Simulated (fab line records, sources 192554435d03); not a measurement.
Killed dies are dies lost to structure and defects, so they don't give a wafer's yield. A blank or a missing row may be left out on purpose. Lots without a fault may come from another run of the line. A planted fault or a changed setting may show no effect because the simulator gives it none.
Chamber matching | flow n5_finfet | N5_DUMMY_GATE_ETCH_37 on rie_diel-03: 4 sister chambers
The step etches SOC in N2/H2, target depth 60 nm, overetch 30 nm. 8 wafers are shown with their chamber, then 7 later ones without.

WAFERS WITH THEIR CHAMBER
wafer  | chamber | oes_product_au (a.u.) | throttle_valve_pct (%)
L080.4 | 3       | 0.79                  | 17.7
L083.4 | 3       | 0.76                  | 17.7
L083.5 | 1       | 0.61                  | 17.8
L085.2 | 1       | 0.60                  | 17.9
L085.3 | 2       | 0.59                  | 17.8
L085.4 | 0       | 0.60                  | 17.5
L091.1 | 2       | 0.58                  | 17.9
L091.2 | 0       | 0.59                  | 17.5

WAFERS WITHOUT THEIR CHAMBER
wafer  | oes_product_au (a.u.) | throttle_valve_pct (%)
L091.4 | 0.72                  | 17.7
L092.2 | 0.72                  | 17.7
L092.4 | 0.59                  | 17.5
L092.5 | 0.59                  | 17.5
L097.4 | 0.70                  | 17.7
L097.5 | 0.58                  | 17.5
L097.6 | 0.70                  | 17.7

WHICH CHAMBER EACH WENT THROUGH
wafer  | from the rows above | in truth
L091.4 | 3                   | 3
L092.2 | 3                   | 3
L092.4 | 0                   | 0
L092.5 | 0                   | 0
L097.4 | 3                   | 3
L097.5 | 0                   | 0
L097.6 | 3                   | 3
Placed correctly: 7 of 7. Can't be placed from these rows: 0. Placed wrongly: 0.
How it was worked out, from the rows above alone: a wafer's distance from a chamber is the root of the sum, over the readings, of the square of ((its reading less the chamber's mean) divided by the reading's scatter). The wafer belongs to the nearest chamber; if the next one is less than 2 further off, it can't be placed. A chamber's mean is the mean of its shown wafers. The scatter: the root of (the sum of the squares of (reading less its chamber's mean) over the shown wafers, divided by (wafers less chambers)).
